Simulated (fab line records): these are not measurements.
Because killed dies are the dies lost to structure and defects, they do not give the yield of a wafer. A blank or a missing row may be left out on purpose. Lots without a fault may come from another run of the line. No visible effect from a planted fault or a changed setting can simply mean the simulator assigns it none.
Chamber matching / flow n5-finfet / N5_BEOL_M2_CO_CAP_55 on cvd-co-02 has 3 sister chambers
The step material Co, precursor CCTBA/H2, target thk 2 nm, time 102.1 s. 3 wafers are shown with their chamber, then 12 later ones without.

WAFERS PAIRED WITH THEIR CHAMBERS
wafer=L085.3; chamber=2; heater-power-w (W)=255
wafer=L085.5; chamber=0; heater-power-w (W)=216
wafer=L085.6; chamber=1; heater-power-w (W)=227

WAFERS WHOSE CHAMBER IS MISSING
wafer=L086.1; heater-power-w (W)=221
wafer=L086.3; heater-power-w (W)=251
wafer=L086.4; heater-power-w (W)=222
wafer=L087.3; heater-power-w (W)=231
wafer=L087.4; heater-power-w (W)=219
wafer=L087.5; heater-power-w (W)=230
wafer=L089.2; heater-power-w (W)=230
wafer=L089.4; heater-power-w (W)=256
wafer=L089.5; heater-power-w (W)=218
wafer=L094.3; heater-power-w (W)=250
wafer=L094.5; heater-power-w (W)=229
wafer=L094.6; heater-power-w (W)=249

WHICH CHAMBER EACH ONE RAN IN
wafer=L086.1; from the rows above=can't be placed: 0 or 1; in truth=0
wafer=L086.3; from the rows above=2; in truth=2
wafer=L086.4; from the rows above=can't be placed: 1 or 0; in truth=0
wafer=L087.3; from the rows above=1; in truth=1
wafer=L087.4; from the rows above=can't be placed: 0 or 1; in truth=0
wafer=L087.5; from the rows above=1; in truth=1
wafer=L089.2; from the rows above=1; in truth=1
wafer=L089.4; from the rows above=2; in truth=2
wafer=L089.5; from the rows above=can't be placed: 0 or 1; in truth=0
wafer=L094.3; from the rows above=2; in truth=2
wafer=L094.5; from the rows above=1; in truth=1
wafer=L094.6; from the rows above=2; in truth=2
Correct placement for 8 of the 12. Cannot be placed on the basis of these rows: 4; the candidates contain the true chamber in 4. Number placed wrongly: 0.
How it was worked out, from the rows above alone: a wafer's distance from a chamber is the root of the sum, over the readings, of the square of ((its reading less the chamber's mean) divided by the reading's scatter). If the next closest chamber is less than 2 further off than the closest, the wafer can't be placed; otherwise it belongs to the closest. For every chamber, the mean is computed from those of its wafers that are shown. The scatter (one wafer shown for each chamber): square how far every hidden wafer sits from the nearest shown wafer, average those squares and take the square root.
